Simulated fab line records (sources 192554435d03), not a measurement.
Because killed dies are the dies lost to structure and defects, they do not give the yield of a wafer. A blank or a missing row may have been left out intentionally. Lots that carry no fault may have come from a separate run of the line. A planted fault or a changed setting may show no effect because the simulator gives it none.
Which tool was responsible?    flow n5-finfet    9 lots with 27 wafers sampled at 5 steps, on a route of 1938 steps

WHAT EACH GAUGE READ, for each wafer
N5_BEOL_M4_RC_MEAS_101. Usual: CJ_N 4.33, standard deviation 0.092; DIBL_N 35.9 mV/V, standard deviation 1.9; DIBL_P 35.8 mV/V, standard deviation 2.4; IOFF_N 0.15 nA/um, standard deviation 0.031; IOFF_N_LONG 5.57e-05 nA/um, standard deviation 2.7e-06; IOFF_P 0.21 nA/um, standard deviation 0.037; ION_N 672 uA/um, standard deviation 13; ION_P 462 uA/um, standard deviation 8.3; SS_N 71.5 mV/dec, standard deviation 0.72; SS_P 73.2 mV/dec, standard deviation 0.67; VT_N 250 mV, standard deviation 3.4; VT_P -250 mV, standard deviation 3.4.
lot   measured      on         CJ_N            DIBL_N (mV/V)   DIBL_P (mV/V)   IOFF_N (nA/um)  IOFF_N_LONG (nA/um)         IOFF_P (nA/um)  ION_N (uA/um)  ION_P (uA/um)  SS_N (mV/dec)   SS_P (mV/dec)   VT_N (mV)    VT_P (mV)       flag
L647  day 8 08:36   prober-01  4.34 4.25 4.19  36.6 34.4 35.2  36.7 35.1 36.2  0.16 0.12 0.14  5.63e-05 5.54e-05 5.56e-05  0.23 0.21 0.23  671 640 667    469 456 472    71.6 70.6 70.9  73.5 73.6 73.5  250 257 253  -248 -249 -249  
L648  day 8 16:59   prober-02  4.21 4.25 4.17  32.8 33.6 32.4  33.2 34.1 32.9  0.11 0.11 0.10  4.87e-05 4.78e-05 4.79e-05  0.14 0.14 0.13  650 640 651    452 435 444    70.8 70.8 70.5  72.9 73.1 72.6  255 259 258  -258 -259 -258  
L650  day 9 12:59   prober-01  4.31 4.48 4.42  37.3 36.3 36.6  37.0 33.6 35.0  0.16 0.15 0.14  5.58e-05 5.73e-05 5.65e-05  0.24 0.19 0.21  672 658 661    469 450 461    71.5 72.1 72.0  73.0 73.0 73.7  253 252 251  -246 -252 -251  
L655  day 10 04:37  prober-02  4.48 4.49 4.38  37.3 40.0 34.2  35.6 39.7 33.6  0.15 0.20 0.11  5.41e-05 5.39e-05 5.28e-05  0.20 0.27 0.18  661 683 652    455 464 455    72.2 73.4 71.5  73.8 73.9 72.0  252 248 255  -250 -249 -252  
L656  day 10 09:46  prober-01  4.95 4.87 5.04  34.9 33.2 36.7  35.3 33.8 37.2  0.13 0.10 0.15  6.03e-05 5.9e-05 6.18e-05   0.17 0.15 0.20  663 656 673    456 457 459    70.6 70.5 71.9  72.8 73.1 73.7  253 256 251  -254 -257 -251  OFF
L657  day 11 04:35  prober-02  5.27 5.18 5.20  37.2 36.4 39.6  36.0 35.3 39.6  0.17 0.15 0.22  7.31e-05 7.12e-05 7.06e-05  0.22 0.21 0.31  687 668 697    475 464 482    71.6 71.6 72.3  72.8 72.9 73.8  248 248 243  -247 -246 -241  OFF
L666  day 13 07:49  prober-01  4.21 4.21 4.25  37.3 35.4 35.8  37.4 36.2 35.8  0.19 0.16 0.17  5.92e-05 5.91e-05 5.92e-05  0.26 0.23 0.23  682 676 688    470 472 471    71.5 70.8 70.9  73.0 73.6 72.9  244 247 247  -246 -248 -248  
L667  day 13 22:16  prober-02  4.26 4.28 4.41  36.2 37.0 35.5  39.0 39.4 37.0  0.16 0.16 0.14  5.3e-05 5.31e-05 5.43e-05   0.23 0.22 0.19  667 662 672    459 451 461    71.7 71.6 71.8  73.3 73.5 73.1  252 249 252  -248 -250 -250  
L669  day 14 01:53  prober-02  4.35 4.37 4.41  34.6 36.8 36.9  33.6 35.7 35.7  0.13 0.17 0.16  5.87e-05 5.9e-05 5.92e-05   0.20 0.23 0.23  674 690 682    473 475 473    70.6 71.4 71.3  72.7 73.0 72.5  250 249 253  -251 -247 -247  

WHAT TOOL EACH LOT RAN ON (gives the tool, then ch and the chambers of the sampled wafers, and finally the start)
lot   N5_ZERO_LAYER_STRIP_24               N5_WELL_APT_IMPLANT_32          N5_PMOS_HMC_CHANNEL_EPI_ETCH_32    N5_PMOS_HMC_CHANNEL_EPI_CMP_21
L647  plasma-asher-01 ch 0,1, day 1 19:11  implanter-02 ch 0, day 1 23:10  rie-diel-02 ch 1,2,3, day 2 01:17  cmp-03 ch 0,2,3, day 2 03:39
L648  plasma-asher-01 ch 0, day 2 00:53    implanter-02 ch 0, day 2 03:06  rie-diel-03 ch 0,1,2, day 2 04:52  cmp-04 ch 0,1,3, day 2 07:16
L650  plasma-asher-02 ch 0,1, day 2 13:25  implanter-02 ch 0, day 2 15:36  rie-diel-02 ch 1,2,3, day 2 17:32  cmp-03 ch 0,1,3, day 2 19:35
L655  plasma-asher-01 ch 1, day 3 18:55    implanter-02 ch 0, day 3 21:25  rie-diel-03 ch 0,1,2, day 3 23:31  cmp-04 ch 1,2,3, day 4 02:11
L656  plasma-asher-01 ch 0,1, day 4 00:53  implanter-02 ch 0, day 4 03:21  rie-diel-03 ch 0,1,3, day 4 05:37  cmp-04 ch 2,3, day 4 07:58
L657  plasma-asher-02 ch 0,1, day 4 07:10  implanter-02 ch 0, day 4 09:35  rie-diel-03 ch 1,2,3, day 4 11:29  cmp-03 ch 0,1,2, day 4 13:28
L666  plasma-asher-01 ch 0,1, day 6 13:35  implanter-01 ch 0, day 6 15:59  rie-diel-03 ch 0,1,2, day 6 18:34  cmp-04 ch 0,1,3, day 6 20:34
L667  plasma-asher-02 ch 0,1, day 6 19:07  implanter-02 ch 0, day 6 21:35  rie-diel-01 ch 0,2,3, day 6 23:37  cmp-03 ch 0,1,3, day 7 01:33
L669  plasma-asher-02 ch 0,1, day 7 07:34  implanter-02 ch 0, day 7 09:53  rie-diel-02 ch 0,3, day 7 11:40    cmp-01 ch 0,1,2, day 7 13:40
- N5_ZERO_LAYER_STRIP_24: strips in O2.
- N5_WELL_APT_IMPLANT_32
- N5_PMOS_HMC_CHANNEL_EPI_ETCH_32: etches BARC in N2/H2, stops on SiO2, target depth 85.8 nm, time 50.3 s.
- N5_PMOS_HMC_CHANNEL_EPI_CMP_21: polishes SiGe30, target thk 54 nm.

WHAT THE TOOLS THEMSELVES READ (means of the sampled wafers that have a number; where no wafer has one, the mark that the record gives instead)
N5_ZERO_LAYER_STRIP_24. Usual: drypump-motor-current-A 5.5 A, standard deviation 0.56; heater-power-w 347 W, standard deviation 55; oes-product-au 0.647 a.u., standard deviation 0.0048; strip-time-to-endpoint-s 43.88 s, standard deviation 0.095.
lot   tool             drypump-motor-current-A (A)  heater-power-w (W)  oes-product-au (a.u.)  strip-time-to-endpoint-s (s)  flag
L647  plasma-asher-01  5.6                          318                 0.647                  43.88                         
L648  plasma-asher-01  5.1                          339                 0.649                  43.86                         
L650  plasma-asher-02  5.4                          367                 0.649                  43.85                         
L655  plasma-asher-01  6.5                          277                 0.644                  43.99                         
L656  plasma-asher-01  6.0                          294                 0.649                  43.70                         
L657  plasma-asher-02  5.2                          393                 0.650                  43.80                         
L666  plasma-asher-01  5.6                          319                 0.646                  43.88                         
L667  plasma-asher-02  5.4                          374                 0.641                  43.91                         
L669  plasma-asher-02  5.3                          368                 0.645                  43.93                         

N5_WELL_APT_IMPLANT_32. Usual: dose-ions-cm2 2e+13, standard deviation 2e+10; faraday-current-uA 253, standard deviation 4.6.
lot   tool          dose-ions-cm2  faraday-current-uA  flag
L647  implanter-02  2e+13          255                 
L648  implanter-02  2e+13          254                 
L650  implanter-02  2e+13          249                 
L655  implanter-02  2e+13          254                 
L656  implanter-02  3e+13          340                 OFF
L657  implanter-02  3e+13          343                 OFF
L666  implanter-01  2e+13          254                 
L667  implanter-02  2e+13          250                 
L669  implanter-02  2e+13          253                 

N5_PMOS_HMC_CHANNEL_EPI_ETCH_32. Usual: drypump-motor-current-A 5.6 A, standard deviation 0.47; oes-product-au 0.68 a.u., standard deviation 0.053; rf-vpp-V 525.1 V, standard deviation 3; showerhead-plenum-p-Torr 2.59 Torr, standard deviation 0.11; throttle-valve-pct 17.92 %, standard deviation 0.21.
lot   tool         drypump-motor-current-A (A)  oes-product-au (a.u.)  rf-vpp-V (V)  showerhead-plenum-p-Torr (Torr)  throttle-valve-pct (%)  flag
L647  rie-diel-02  5.5                          0.73                   522.4         2.50                             17.67                   
L648  rie-diel-03  5.6                          0.67                   525.3         2.59                             17.90                   
L650  rie-diel-02  5.5                          0.71                   522.7         2.49                             17.70                   
L655  rie-diel-03  5.7                          0.65                   525.3         2.58                             17.92                   
L656  rie-diel-03  5.5                          0.67                   525.2         2.59                             17.98                   
L657  rie-diel-03  5.8                          0.67                   526.6         2.63                             17.91                   
L666  rie-diel-03  5.6                          0.64                   523.6         2.57                             17.97                   
L667  rie-diel-01  5.4                          0.70                   526.6         2.63                             17.95                   
L669  rie-diel-02  5.4                          0.67                   525.2         2.60                             18.06                   

N5_PMOS_HMC_CHANNEL_EPI_CMP_21. Usual: motor-current-A reads 12.4 A (standard deviation 0.85).
lot   tool    motor-current-A (A)  flag
L647  cmp-03  12.5                 
L648  cmp-04  11.7                 
L650  cmp-03  12.4                 
L655  cmp-04  12.7                 
L656  cmp-04  12.2                 
L657  cmp-03  12.3                 
L666  cmp-04  12.3                 
L667  cmp-03  12.3                 
L669  cmp-01  12.3                 

THE ANSWER, worked out from the rows above alone
Rule: take the mean of a lot's wafers that have a number; if it is more than 3 standard deviations from the usual mean, the lot is off. Also off: a lot with no number at a reading for which 4 or more lots have one. Any other lot the step has rows for is counted as sound. After the gauges, taken in route order, come the tools' own readings; for these a lot's mean is taken, as printed above. At the first step where some lot is off, the reading lying furthest off is the one used; lots without a number count as furthest.
Off: L656, L657, seen at N5_BEOL_M4_RC_MEAS_101 (CJ_N).
If a tool, at a process step before that reading, ran all the lots that are off and no sound lot after the first of them, it fits. Not tried: the gauges at N5_BEOL_M4_RC_MEAS_101; whatever is off there is also off at N5_WELL_APT_IMPLANT_32, on other tools, and gauge error can't account for it. Of those tried, none fits.

WHAT HAD BEEN PUT IN BY THE SIMULATOR
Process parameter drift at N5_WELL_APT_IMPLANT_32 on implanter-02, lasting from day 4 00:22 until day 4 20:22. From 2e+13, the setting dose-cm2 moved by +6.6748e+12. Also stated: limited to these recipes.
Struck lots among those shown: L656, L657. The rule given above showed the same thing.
